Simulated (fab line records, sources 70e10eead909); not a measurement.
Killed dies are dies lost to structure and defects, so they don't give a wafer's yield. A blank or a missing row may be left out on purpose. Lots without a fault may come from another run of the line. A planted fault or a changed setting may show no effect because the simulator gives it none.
Chamber matching | flow nand_harc | NHARC_P_GATE_DESCUM_31 on rie_diel-12: 4 sister chambers
The step chemistry O2, time 3 s. 14 wafers are shown with their chamber, then 7 later ones without.

WAFERS WITH THEIR CHAMBER
wafer  | chamber | showerhead_plenum_p_Torr (Torr) | drypump_motor_current_A (A) | oes_product_au (a.u.)
L335.1 | 3       | 2.02                            | 5.3                         | 0.996
L335.4 | 2       | 2.06                            | 6.3                         | 1.008
L335.5 | 2       | 2.06                            | 6.3                         | 1.012
L338.4 | 1       | 2.00                            | 6.2                         | 0.987
L338.5 | 0       | 1.90                            | 5.4                         | 1.015
L338.6 | 3       | 2.02                            | 5.2                         | 0.994
L337.3 | 0       | 1.90                            | 5.3                         | 1.011
L337.4 | 3       | 2.02                            | 5.2                         | 1.000
L337.5 | 0       | 1.90                            | 5.3                         | 1.007
L336.2 | 2       | 2.06                            | 6.3                         | 1.000
L336.4 | 1       | 1.99                            | 6.2                         | 0.994
L336.6 | 2       | 2.06                            | 6.3                         | 1.023
L343.1 | 2       | 2.06                            | 6.3                         | 1.009
L343.3 | 0       | 1.90                            | 5.3                         | 0.997

SIGNATURES (means of the wafers above)
reading                  | chamber 0 | chamber 1 | chamber 2 | chamber 3 | scatter within a chamber
showerhead_plenum_p_Torr | 1.9000    | 1.9950    | 2.0600    | 2.0200    | 0.00224
drypump_motor_current_A  | 5.325     | 6.200     | 6.300     | 5.233     | 0.0376
oes_product_au           | 1.00750   | 0.99050   | 1.01040   | 0.99667   | 0.00707
Rule: a wafer's distance from a chamber is the root of the sum, over the readings, of the square of ((its reading less the chamber's mean) divided by the reading's scatter). The wafer belongs to the nearest chamber; if the next one is less than 2 further off, it can't be placed. The scatter: the root of (the sum of the squares of (reading less its chamber's mean) over the shown wafers, divided by (wafers less chambers)).

WAFERS WITHOUT THEIR CHAMBER
wafer  | showerhead_plenum_p_Torr (Torr) | drypump_motor_current_A (A) | oes_product_au (a.u.)
L343.6 | 1.90                            | 5.4                         | 0.989
L347.2 | 1.90                            | 5.4                         | 0.988
L347.4 | 2.05                            | 6.3                         | 1.012
L347.5 | 1.90                            | 5.3                         | 1.005
L351.1 | 1.90                            | 5.4                         | 1.007
L351.2 | 2.02                            | 5.2                         | 1.002
L351.3 | 2.05                            | 6.3                         | 1.016

WHICH CHAMBER EACH WENT THROUGH
wafer  | from the rows above | in truth
L343.6 | 0                   | 0
L347.2 | 0                   | 0
L347.4 | 2                   | 2
L347.5 | 0                   | 0
L351.1 | 0                   | 0
L351.2 | 3                   | 3
L351.3 | 2                   | 2
Placed correctly: 7 of 7. Can't be placed from these rows: 0. Placed wrongly: 0.
